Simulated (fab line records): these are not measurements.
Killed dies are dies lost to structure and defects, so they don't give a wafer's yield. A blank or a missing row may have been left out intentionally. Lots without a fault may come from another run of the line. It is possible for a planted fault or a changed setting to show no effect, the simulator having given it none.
Chamber matching || flow n5 finfet || N5_MOL_CONTACT_COAG_DESCUM_45 on rie diel-02 has 4 sister chambers
The step chemistry O2, time 7 s. 4 wafers are shown with their chamber, then 8 later ones without.

WAFERS WITH THEIR CHAMBER
{"wafer": "L077.1", "chamber": 0, "throttle valve pct (%)": 20.39}
{"wafer": "L084.2", "chamber": 3, "throttle valve pct (%)": 20.57}
{"wafer": "L084.6", "chamber": 1, "throttle valve pct (%)": 19.88}
{"wafer": "L090.2", "chamber": 2, "throttle valve pct (%)": 20.47}

WAFERS WHOSE CHAMBER IS MISSING
{"wafer": "L090.3", "throttle valve pct (%)": 20.39}
{"wafer": "L090.5", "throttle valve pct (%)": 20.41}
{"wafer": "L091.2", "throttle valve pct (%)": 20.60}
{"wafer": "L091.3", "throttle valve pct (%)": 20.41}
{"wafer": "L091.6", "throttle valve pct (%)": 20.40}
{"wafer": "L097.3", "throttle valve pct (%)": 20.59}
{"wafer": "L097.5", "throttle valve pct (%)": 20.60}
{"wafer": "L097.6", "throttle valve pct (%)": 20.42}

WHICH CHAMBER EACH ONE RAN IN
{"wafer": "L090.3", "from the rows above": 0, "in truth": 0}
{"wafer": "L090.5", "from the rows above": "can't be placed: 0 or 2", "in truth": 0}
{"wafer": "L091.2", "from the rows above": 3, "in truth": 3}
{"wafer": "L091.3", "from the rows above": "can't be placed: 0 or 2", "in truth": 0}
{"wafer": "L091.6", "from the rows above": 0, "in truth": 0}
{"wafer": "L097.3", "from the rows above": 3, "in truth": 3}
{"wafer": "L097.5", "from the rows above": 3, "in truth": 3}
{"wafer": "L097.6", "from the rows above": "can't be placed: 0 or 2", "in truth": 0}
Placed correctly: 5 of 8. Not placeable from these rows: 3 (in 3, the candidates include the true chamber). Number placed wrongly: 0.
How it was worked out, from the rows above alone: a wafer's distance from a chamber is the root of the sum, over the readings, of the square of ((its reading less the chamber's mean) divided by the reading's scatter). The wafer belongs to the nearest chamber; if the next one is less than 2 further off, it can't be placed. A chamber's mean is the mean of its shown wafers. The scatter: with one shown wafer a chamber, the root of the mean of the squares of how far each hidden wafer lies from its nearest shown one.
